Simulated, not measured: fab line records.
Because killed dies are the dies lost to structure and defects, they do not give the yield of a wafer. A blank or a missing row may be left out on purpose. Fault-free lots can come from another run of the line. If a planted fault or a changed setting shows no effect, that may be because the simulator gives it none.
Chamber matching + flow nand harc + ald hk-02 running NHARC_A_WL_FILL_ALD_10: 4 sister chambers
The step deposits SiO2, target thk 50 nm, pulse time 10 s, ald cycles 500. 18 wafers are shown with their chamber, then 9 later ones without.

WAFERS PAIRED WITH THEIR CHAMBERS
| wafer  | chamber | heater power w (W) | precursor pulse height rel |
|--------|---------|--------------------|----------------------------|
| L075.3 | 3       | 377                | 0.991                      |
| L075.4 | 2       | 438                | 0.994                      |
| L075.6 | 2       | 440                | 0.989                      |
| L077.2 | 0       | 510                | 1.000                      |
| L077.1 | 2       | 434                | 1.010                      |
| L077.5 | 3       | 394                | 1.021                      |
| L081.1 | 0       | 514                | 1.008                      |
| L081.3 | 1       | 473                | 0.981                      |
| L081.5 | 2       | 427                | 1.003                      |
| L083.2 | 3       | 371                | 1.000                      |
| L083.4 | 2       | 453                | 0.964                      |
| L083.5 | 0       | 500                | 1.007                      |
| L082.1 | 0       | 513                | 0.987                      |
| L082.4 | 3       | 368                | 1.022                      |
| L082.5 | 1       | 468                | 1.041                      |
| L085.2 | 3       | 366                | 1.000                      |
| L085.3 | 1       | 473                | 0.979                      |
| L085.4 | 0       | 503                | 1.013                      |

SIGNATURES (averages over the wafers above)
| reading                    | chamber 0 | chamber 1 | chamber 2 | chamber 3 | scatter within a chamber |
|----------------------------|-----------|-----------|-----------|-----------|--------------------------|
| heater power w             | 508.00    | 471.33    | 438.40    | 375.20    | 8.65                     |
| precursor pulse height rel | 1.00300   | 1.00033   | 0.99200   | 1.00680   | 0.0187                   |
Rule: for each reading, subtract the chamber's mean from the wafer's reading, divide by that reading's scatter and square the result; add these up over the readings and take the root, which gives the wafer's distance from the chamber. If the next closest chamber is less than 2 further off than the closest, the wafer can't be placed; otherwise it belongs to the closest. The scatter: the root of (the sum of the squares of (reading less its chamber's mean) over the shown wafers, divided by (wafers less chambers)).

WAFERS WHOSE CHAMBER IS MISSING
| wafer  | heater power w (W) | precursor pulse height rel |
|--------|--------------------|----------------------------|
| L088.1 | 436                | 0.959                      |
| L088.3 | 492                | 1.018                      |
| L088.5 | 374                | 0.992                      |
| L090.1 | 373                | 1.014                      |
| L090.4 | 512                | 0.955                      |
| L090.5 | 378                | 0.993                      |
| L093.1 | 514                | 1.001                      |
| L093.2 | 436                | 0.998                      |
| L093.3 | 485                | 1.001                      |

WHICH CHAMBER EACH WENT THROUGH
| wafer  | from the rows above     | in truth |
|--------|-------------------------|----------|
| L088.1 | 2                       | 2        |
| L088.3 | can't be placed: 0 or 1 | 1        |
| L088.5 | 3                       | 3        |
| L090.1 | 3                       | 3        |
| L090.4 | 0                       | 0        |
| L090.5 | 3                       | 3        |
| L093.1 | 0                       | 0        |
| L093.2 | 2                       | 2        |
| L093.3 | can't be placed: 1 or 0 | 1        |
Placed correctly: 7 of 9. From these rows, 2 cannot be placed; in 2 the true chamber is one of the candidates. Placed wrongly: 0.
